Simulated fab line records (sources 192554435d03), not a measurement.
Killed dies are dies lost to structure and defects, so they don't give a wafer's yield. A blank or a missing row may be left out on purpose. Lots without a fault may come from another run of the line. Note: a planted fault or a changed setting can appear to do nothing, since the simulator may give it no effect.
8D (eight disciplines) problem report, filled in by code / flow n5 finfet / the parts of the form that need people (team, actions taken, sign-off) are left out

## 1. WHAT IS WRONG
Wafers without a fault read 235 s, standard deviation 4.2; etch rf on time s at N5_PASSIVATION_VIA_ETCH_13 reads a mean of 141 s on 3 wafers belonging to 2 lots. Relative to the usual mean, that is a shift of -22 standard deviations.
The step: etches SiO2 in CHF3/O2, target depth 660 nm, time 330 s.
First seen on wafer L909.4, day 14 13:06, on rie diel-01. Wafers with a number at this step in the record: 30, from 10 lots. By rule, "out" or "out of limits" means more than 4 standard deviations away from the usual mean. The rest of the wafers with a number are treated as sound.

## 2. WHAT IT IS, WHAT IT ISN'T
question=which readings at this step | is=etch rf on time s | is not=CHF3_flow_sccm, O2_flow_sccm, drypump motor current A, oes_ar_750_au, rf vpp V, showerhead plenum p Torr, throttle valve pct
question=which lots | is=L909, L911 | is not=L900, L901, L902, L903, L914, L916, L919, L922
question=which wafers of those lots | is=L909.4, L911.3, L911.4 | is not=L909.1, L909.2, L911.2
question=read on which tools | is=rie diel-01 | is not=rie diel-05
question=when | is=from day 14 13:06 | is not=up to then (14 sound wafers); but 13 sound wafers of L911, L914, L916, L919, L922 came after

## 3. THE SUSPECTS, EACH WITH WHAT RULES IT OUT
Counting: any tool at a process step up to the reading remains a suspect provided it ran every lot that is out. Sound lots after the first of them don't rule it out here, since some wafers of a struck lot are sound.
- pvd sputter-02 at N5_MIM_BOT_SPUTTER_00 (material TiN, target thk 35 nm, time 89.7 s): kept. It processed each lot that is out (first: L909, day 14 07:32); up to then, its last sound lot is L903 (day 12 11:07).
- ald hk-03 at N5_MIM_TOP_ALD_01 (deposits HfO2, target thk 5.6 nm, pulse time 1 s, purge time 3 s): kept. It processed each lot that is out (first: L909, day 14 11:59); up to then, its last sound lot is L900 (day 11 15:58). Because N5_MIM_TOP_ALD_01 lacks a start for some lots, the hours and order of its lots are taken from N5_PASSIVATION_PECVD_01.
- rie diel-01 at N5_PASSIVATION_VIA_ETCH_13 (etches SiO2 in CHF3/O2, target depth 660 nm, time 330 s): kept. It processed each lot that is out (first: L909, day 14 13:06); up to then, its last sound lot is L903 (day 12 16:23). On those wafers its own readings are out: etch rf on time s.
- Within ald hk-03 at N5_MIM_TOP_ALD_01: the wafers that are out ran in chambers 0, 1; their sound lot-mates ran in chambers 2, 3.
Left after counting: pvd sputter-02 at N5_MIM_BOT_SPUTTER_00, ald hk-03 at N5_MIM_TOP_ALD_01, rie diel-01 at N5_PASSIVATION_VIA_ETCH_13.

## 4. THE CAUSE (what the simulator had put in)
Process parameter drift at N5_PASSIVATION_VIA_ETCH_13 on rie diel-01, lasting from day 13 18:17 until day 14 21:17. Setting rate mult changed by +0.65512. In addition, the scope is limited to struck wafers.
This tool is one of the 3 suspects left after counting.

## 5. THE CHAIN OF EFFECTS, in route order
Each row: a reading where the mean over the struck wafers with a number is more than 3 standard deviations away from the usual. Only readings whose record carries a usual standard deviation are examined. hours: median over the lots of the time between each lot's start at the first step of this table that gives one and its start at this step. sigmas: the change, counted in usual standard deviations.
hours=0; step=N5_PASSIVATION_VIA_ETCH_13; reading=etch rf on time s; usual=235 s; on struck wafers=141; change=-94; sigmas=-22
hours=0; step=N5_PASSIVATION_VIA_ETCH_13; reading=oes product au; usual=0.72 a.u.; on struck wafers=1.03; change=+0.31; sigmas=+4.4
Here are the process steps it includes:
- N5_PASSIVATION_VIA_ETCH_13: etches SiO2 in CHF3/O2, target depth 660 nm, time 330 s.

## 6. WHAT WOULD HAVE CAUGHT IT SOONER
The fault began at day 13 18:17; the first out-of-limits reading in this record came at day 14 13:06, 19 hours later.
